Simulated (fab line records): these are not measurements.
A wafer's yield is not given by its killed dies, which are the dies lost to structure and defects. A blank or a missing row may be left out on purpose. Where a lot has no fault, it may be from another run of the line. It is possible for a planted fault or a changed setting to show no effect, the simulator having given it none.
Chamber matching || flow n5Finfet || N5_BEOL_M4_PRE_CLEAN_60 on cvdCo-01: 3 sister chambers
The step time 15 s. 6 wafers are shown with their chamber, then 6 later ones without.

## EACH WAFER AND ITS CHAMBER
{"wafer": "L853.3", "chamber": 1, "heaterPowerW (W)": 54}
{"wafer": "L854.5", "chamber": 1, "heaterPowerW (W)": 56}
{"wafer": "L854.6", "chamber": 0, "heaterPowerW (W)": 66}
{"wafer": "L855.5", "chamber": 2, "heaterPowerW (W)": 79}
{"wafer": "L858.4", "chamber": 2, "heaterPowerW (W)": 80}
{"wafer": "L858.5", "chamber": 0, "heaterPowerW (W)": 65}

## WAFERS WITHOUT THEIR CHAMBER
{"wafer": "L858.6", "heaterPowerW (W)": 55}
{"wafer": "L863.1", "heaterPowerW (W)": 80}
{"wafer": "L863.2", "heaterPowerW (W)": 55}
{"wafer": "L863.4", "heaterPowerW (W)": 66}
{"wafer": "L870.2", "heaterPowerW (W)": 56}
{"wafer": "L870.4", "heaterPowerW (W)": 54}

## THE CHAMBER EACH PASSED THROUGH
{"wafer": "L858.6", "from the rows above": 1, "in truth": 1}
{"wafer": "L863.1", "from the rows above": 2, "in truth": 2}
{"wafer": "L863.2", "from the rows above": 1, "in truth": 1}
{"wafer": "L863.4", "from the rows above": 0, "in truth": 0}
{"wafer": "L870.2", "from the rows above": 1, "in truth": 1}
{"wafer": "L870.4", "from the rows above": 1, "in truth": 1}
Placed correctly: 6 of 6. Left unplaced by these rows: 0. Placed wrongly: 0.
How it was worked out, from the rows above alone: a wafer's distance from a chamber is the root of the sum, over the readings, of the square of ((its reading less the chamber's mean) divided by the reading's scatter). The wafer belongs to the nearest chamber; if the next one is less than 2 further off, it can't be placed. Each chamber's mean is taken over the wafers shown for it. How the scatter is found: for the shown wafers, subtract from each reading the mean of its chamber, square and add these, divide the total by (wafers less chambers), then take the root.
